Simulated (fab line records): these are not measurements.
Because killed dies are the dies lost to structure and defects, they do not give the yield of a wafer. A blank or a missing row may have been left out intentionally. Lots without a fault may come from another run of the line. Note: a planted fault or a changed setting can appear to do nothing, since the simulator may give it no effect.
Which of the tools did it? ; flow nand harc ; 11 lots with 32 wafers sampled at 5 steps, on a route of 1302 steps

== WHAT EACH GAUGE READ, for each wafer ==
NHARC_END_SORT_01.
lot;measured;on;defect limited yield (%)
L491;day 25 18:50;prober-01;92.0 91.4 93.2
L508;day 31 20:42;prober-02;91.3 89.7 94.5
L512;day 34 04:38;prober-02;94.7 89.7 92.0

== EACH LOT AND THE TOOL THAT RAN IT (in order: tool; ch and the chambers of the sampled wafers; start) ==
lot;NHARC_P_M2_DESCUM_14;NHARC_P_M2_ETCH_35;NHARC_P_M2_PRE_CLEAN_30;NHARC_P_M2_PVD_20
L491;rie diel-01 ch 0,1,2, day 7 06:05;rie diel-01 ch 0,1, day 7 06:09;pvd sputter-01, day 7 07:12 or earlier;pvd sputter-01, day 7 07:12
L493;rie diel-08 ch 0,1,2, day 7 22:46;rie diel-08 ch 1,3, day 7 22:51;pvd sputter-01, day 7 23:54 or earlier;pvd sputter-01, day 7 23:54
L496;rie diel-01 ch 0,2,3, day 9 06:45;rie diel-01 ch 1,2,3, day 9 06:49;pvd sputter-02, day 9 07:52 or earlier;pvd sputter-02, day 9 07:52
L497;rie diel-05 ch 0,1,3, day 9 17:25;rie diel-05 ch 0,1, day 9 17:29;pvd sputter-02, day 9 18:32 or earlier;pvd sputter-02, day 9 18:32
L499;rie diel-08 ch 0,1, day 10 12:36;rie diel-08 ch 1,2, day 10 12:42;pvd sputter-02, day 10 13:46 or earlier;pvd sputter-02, day 10 13:46
L500;rie diel-08 ch 1,2, day 11 03:13;rie diel-08 ch 0,1, day 11 03:17;pvd sputter-02, day 11 04:21 or earlier;pvd sputter-02, day 11 04:21
L506;rie diel-01 ch 0,3, day 13 18:10;rie diel-01 ch 0,2, day 13 18:16;pvd sputter-02, day 13 19:18 or earlier;pvd sputter-02, day 13 19:18
L507;rie diel-08 ch 1,2, day 13 22:33;rie diel-08 ch 0,1, day 13 22:40;pvd sputter-02, day 13 23:43 or earlier;pvd sputter-02, day 13 23:43
L508;rie diel-08 ch 0,1,2, day 14 05:25;rie diel-08 ch 1,2,3, day 14 05:31;pvd sputter-03, day 14 06:38 or earlier;pvd sputter-03, day 14 06:38
L511;rie diel-08 ch 1,2,3, day 15 16:41;rie diel-08 ch 0,1,2, day 15 16:46;pvd sputter-02, day 15 17:52 or earlier;pvd sputter-02, day 15 17:52
L512;rie diel-08 ch 0,1,3, day 16 05:54;rie diel-08 ch 1,2,3, day 16 05:59;pvd sputter-02, day 16 07:01 or earlier;pvd sputter-02, day 16 07:01
- NHARC_P_M2_DESCUM_14: chemistry O2, time 3 s.
- NHARC_P_M2_ETCH_35: etches the open film in N2/H2, target depth 40 nm, overetch 12 nm, time 43.94 s.
- NHARC_P_M2_PRE_CLEAN_30: time 30 s.
- NHARC_P_M2_PVD_20: deposits TaN, target thk 5 nm, time 8.06 s.

== THE ANSWER, worked out from the rows above alone ==
Rule: usual is defined by the lots themselves. The widest of any qualifying gaps counts: lots, ordered by their means at a reading, are off when they make up no more than a third of the lots, leave a main group of 4 or more, and stand apart from it by 3 or more times the standard deviation of that group's means. If all means in a main group match to the digits the tables above print for the reading, that group is not used. Also off: a lot with no number at a reading for which 4 or more lots have one. Any other lot the step has rows for is counted as sound.
No lot is off on any of the readings shown, so nothing can be concluded from this.

== WHAT THE SIMULATOR HAD INSERTED ==
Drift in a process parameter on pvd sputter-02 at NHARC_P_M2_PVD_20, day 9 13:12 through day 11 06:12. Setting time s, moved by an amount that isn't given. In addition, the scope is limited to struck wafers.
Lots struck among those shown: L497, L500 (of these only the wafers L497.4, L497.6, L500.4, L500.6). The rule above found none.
